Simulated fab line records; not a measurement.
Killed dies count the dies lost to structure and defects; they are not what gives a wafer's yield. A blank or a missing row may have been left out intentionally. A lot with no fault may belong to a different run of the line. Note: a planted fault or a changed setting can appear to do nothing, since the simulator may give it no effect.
One fault through the eyes of 2 desks || flow nandHarc || each desk has only its own numbers; what lay behind them comes last

METROLOGY DESK
What the gauges read, lot by lot, whatever tool the lot ran on: means of the sampled wafers that have a number. If a lot's mean is further than 4 standard deviations from the usual mean, the lot is out of limits and carries the mark OUT (the distance appears in the brackets).
Columns: A = overlayXNm at NHARC_P_M0_OVL_MEAS_10, usual -0.2 nm; B = overlayYNm at NHARC_P_M0_OVL_MEAS_10, usual 0.2 nm
{"lot": "L323", "first seen here": "day 6 07:22", "A": 1.0, "B": -0.1}
{"lot": "L325", "first seen here": "day 6 21:05", "A": -1.3, "B": 0.1}
{"lot": "L326", "first seen here": "day 7 10:40", "A": -0.2, "B": -0.6}
{"lot": "L328", "first seen here": "day 8 06:24", "A": -0.6, "B": 0.1}
{"lot": "L330", "first seen here": "day 9 03:59", "A": 0.5, "B": -0.9}
{"lot": "L331", "first seen here": "day 9 13:47", "A": -0.1, "B": -0.4}
{"lot": "L332", "first seen here": "day 9 18:28", "A": -0.0, "B": 0.7}
{"lot": "L333", "first seen here": "day 10 03:38", "A": -0.9, "B": 1.1}
{"lot": "L334", "first seen here": "day 10 18:00", "A": -0.1, "B": -0.8}
{"lot": "L335", "first seen here": "day 11 04:24", "A": -0.4, "B": 0.9}
{"lot": "L336", "first seen here": "day 11 07:55", "A": -1.1, "B": -0.8}
{"lot": "L342", "first seen here": "day 14 01:52", "A": "21.6 (+27) OUT", "B": 0.7}
{"lot": "L345", "first seen here": "day 15 02:14", "A": "23.7 (+30) OUT", "B": -0.1}
This desk's verdict: out of limits on L342, L345, starting with L342 at day 14 01:52 (overlayXNm at NHARC_P_M0_OVL_MEAS_10). Within limits: L323, L325, L326, L328, L330, L331, L332, L333, L334, L335, L336.

THE DEFECT DESK
What the inspections along the route counted, lot by lot: means of the sampled wafers that have a number. If a lot's mean is further than 4 standard deviations from the usual mean, the lot is out of limits and carries the mark OUT (the distance appears in the brackets).
Columns: A = rawDefectCount at NHARC_P_CONTACT_INSPECT_14, usual 4.3
{"lot": "L323", "first seen here": "day 6 03:14", "A": 3.7}
{"lot": "L325", "first seen here": "day 6 16:56", "A": 1.0}
{"lot": "L326", "first seen here": "day 7 06:32", "A": 1.3}
{"lot": "L328", "first seen here": "day 8 02:06", "A": 3.3}
{"lot": "L330", "first seen here": "day 8 23:42", "A": 5.7}
{"lot": "L331", "first seen here": "day 9 09:07", "A": 1.7}
{"lot": "L332", "first seen here": "day 9 14:19", "A": 4.0}
{"lot": "L333", "first seen here": "day 9 23:30", "A": 4.0}
{"lot": "L334", "first seen here": "day 10 13:16", "A": 5.3}
{"lot": "L335", "first seen here": "day 10 23:40", "A": 5.0}
{"lot": "L336", "first seen here": "day 11 03:45", "A": 2.0}
{"lot": "L342", "first seen here": "day 13 21:47", "A": 2.7}
{"lot": "L345", "first seen here": "day 14 21:59", "A": 11.3}
Finding of this desk: none of the 13 lots has anything out of limits.

BROUGHT TOGETHER
L342, L345 would have let the metrology desk raise an alarm at day 14 01:52.
No out-of-limits result turned up at the defect desk.
The defect desk has L342, L345 on record, within its limits.
NHARC_P_M0_EXPOSE_06 was run on arfiScanner-03 by each of the lots named.

WHAT HAD BEEN PUT IN BY THE SIMULATOR
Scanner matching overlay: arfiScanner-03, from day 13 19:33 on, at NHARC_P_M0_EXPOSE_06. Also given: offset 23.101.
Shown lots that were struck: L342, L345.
Hours from the fault's start to each desk's first reading out of limits: the metrology desk, 6.
